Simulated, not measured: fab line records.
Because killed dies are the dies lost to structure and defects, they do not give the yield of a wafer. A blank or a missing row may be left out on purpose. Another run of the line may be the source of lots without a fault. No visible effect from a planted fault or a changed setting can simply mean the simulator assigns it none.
The same fault as seen by 2 desks    flow n5_finfet    only its own numbers are on each desk; what lay behind them is given at the end

== AT THE METROLOGY DESK ==
What the gauges read, lot by lot, whatever tool the lot ran on: means of the sampled wafers that have a number. Marked OUT: a lot whose mean sits more than 4 standard deviations from the usual mean, which makes it out of limits; the brackets give that distance.
Columns: A = PAD_OVL at N5_PASSIVATION_OVL_MEAS_63, usual 1 nm
lot   first seen here  A
L475  day 12 02:44     1
L473  day 12 02:53     -2
L474  day 12 06:40     2
L476  day 12 13:57     -4
L480  day 13 19:56     1
L485  day 14 19:59     3
L482  day 14 22:34     1
L483  day 14 23:11     0
L486  day 15 13:56     6
L490  day 16 15:47     -1
L495  day 19 00:44     1
This desk's finding: nothing out of limits on any of the 11 lots.

== TOOL OWNER'S DESK, rie_diel-04 ==
The tool's own readings at N5_GATE_CUT_ETCH_19 (etches SiNx in CH3F/O2, target depth 53.7 nm, time 76.7 s): means of the sampled wafers that have a number, for each lot that ran on this tool. Marked OUT: a lot whose mean sits more than 4 standard deviations from the usual mean, which makes it out of limits; the brackets give that distance.
Columns: A = CH3F_flow_sccm at N5_GATE_CUT_ETCH_19, usual 30.00 sccm; B = drypump_motor_current_A at N5_GATE_CUT_ETCH_19, usual 5.8 A; C = etch_rf_on_time_s at N5_GATE_CUT_ETCH_19, usual 76.7 s; D = oes_product_au at N5_GATE_CUT_ETCH_19, usual 0.69 a.u.; E = rf_vpp_V at N5_GATE_CUT_ETCH_19, usual 300 V; F = showerhead_plenum_p_Torr at N5_GATE_CUT_ETCH_19, usual 1.99 Torr; G = throttle_valve_pct at N5_GATE_CUT_ETCH_19, usual 16.4 %
lot   first seen here  A      B    C     D     E    F     G
L473  day 4 19:22      30.04  6.2  75.5  0.62  300  1.99  16.8
L480  day 6 07:02      29.93  6.3  77.3  0.70  307  2.00  16.5
L482  day 6 16:31      29.99  6.0  77.2  0.74  310  2.02  16.5
L485  day 7 13:17      29.94  6.3  78.0  0.68  306  2.00  16.5
L486  day 7 18:29      29.90  6.3  78.0  0.60  301  1.96  16.7
L490  day 8 19:39      29.87  6.0  77.3  0.66  304  2.05  16.6
This desk's finding: nothing out of limits on any of the 6 lots.

== BROUGHT TOGETHER ==
At the metrology desk, nothing out of limits was observed.
The desk of the tool owner found nothing out of limits.

== WHAT HAD BEEN PUT IN BY THE SIMULATOR ==
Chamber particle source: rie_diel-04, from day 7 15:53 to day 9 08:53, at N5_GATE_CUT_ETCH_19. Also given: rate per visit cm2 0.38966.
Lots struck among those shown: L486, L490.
